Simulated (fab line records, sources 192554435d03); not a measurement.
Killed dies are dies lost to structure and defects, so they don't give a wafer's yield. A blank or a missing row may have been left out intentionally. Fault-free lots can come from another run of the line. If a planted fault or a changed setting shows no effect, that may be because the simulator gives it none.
2 desks looking at one fault    flow n5 finfet    numbers are kept per desk, each desk with only its own; the story behind them comes last

METROLOGY DESK
What the gauges read for every lot (on any tool): the sampled wafers with a number, averaged. Any lot whose mean is over 4 standard deviations away from the usual mean is out of limits and marked OUT; that distance is given in the brackets. Readings shown: 7 out of 26 (the first out of limits, and those lying furthest out on some lot).
Columns: A = cd nm at N5_BEOL_M6_CD_MEAS_11, usual 38.6 nm; B = cd nm at N5_BEOL_M6_CD_MEAS_18, usual 40.2 nm; C = COMB_M13 at N5_BEOL_M15_RC_MEAS_101, usual 3.9e-12 S/m; D = COMB_M6 at N5_BEOL_M15_RC_MEAS_101, usual 2.5e-11 S/m; E = SERP_M11 at N5_BEOL_M15_RC_MEAS_101, usual 3.05 ohm/um; F = SERP_M6 at N5_BEOL_M15_RC_MEAS_101, usual 13.7 ohm/um; G = SERP_M6_max_site at N5_BEOL_M15_RC_MEAS_101, usual 14.3 ohm/um
lot   first seen here  A                B                C        D        E     F                G
L125  day 10 15:43     38.6             39.9             3.2e-12  3.5e-11  2.92  14.1             14.9
L132  day 15 02:34     38.3             40.2             4.0e-12  2.3e-11  3.04  13.1             13.7
L133  day 15 02:44     34.2 (-8.4) OUT  35.5 (-8.3) OUT  2.2e-12  1.9e-11  3.03  16.9 (+5.7) OUT  17.8 (+5.6) OUT
L137  day 15 09:31     34.3 (-8.1) OUT  35.5 (-8.3) OUT  6.5e-12  3.3e-11  3.09  16.2 (+4.5) OUT  17.6 (+5.2) OUT
This desk's finding: out of limits on L133, L137; first on L133, day 15 02:44 (cd nm at N5_BEOL_M6_CD_MEAS_11). Within limits: L125, L132.

THE TOOL OWNER'S DESK: arfi scanner-01
The tool's own readings at N5_BEOL_M6_EXPOSE_08 (exposes mask M6): means of the sampled wafers that have a number, for each lot that ran on this tool. Any lot whose mean is over 4 standard deviations away from the usual mean is out of limits and marked OUT; that distance is given in the brackets.
Columns: A = exposure dose mJ cm2 at N5_BEOL_M6_EXPOSE_08, usual 68.21; B = stage vel mm s at N5_BEOL_M6_EXPOSE_08, usual 500.04 mm/s
lot   first seen here  A                        B
L125  day 10 15:35     68.22                    499.96
L133  day 15 02:36     60.68 (-99 or more) OUT  500.32
L137  day 15 09:23     62.28 (-81) OUT          500.13
This desk's finding: out of limits on L133, L137; first on L133, day 15 02:36 (exposure dose mJ cm2 at N5_BEOL_M6_EXPOSE_08). Within limits: L125.

BROUGHT TOGETHER
On L133, L137, at day 15 02:36, an alarm was possible from the tool owner's desk.
On L133, L137, the metrology desk was in a position to raise an alarm at day 15 02:44.
Every lot named ran N5_BEOL_M6_EXPOSE_08 on arfi scanner-01.

WHAT THE SIMULATOR HAD INSERTED
Process parameters drifting: arfi scanner-01 at N5_BEOL_M6_EXPOSE_08, beginning at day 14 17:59. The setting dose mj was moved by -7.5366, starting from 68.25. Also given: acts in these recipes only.
Struck lots among those shown: L133, L137.
Delay (hours) between the fault's onset and each desk's first out-of-limits reading: 9 at the tool owner's desk, 9 at the metrology desk.
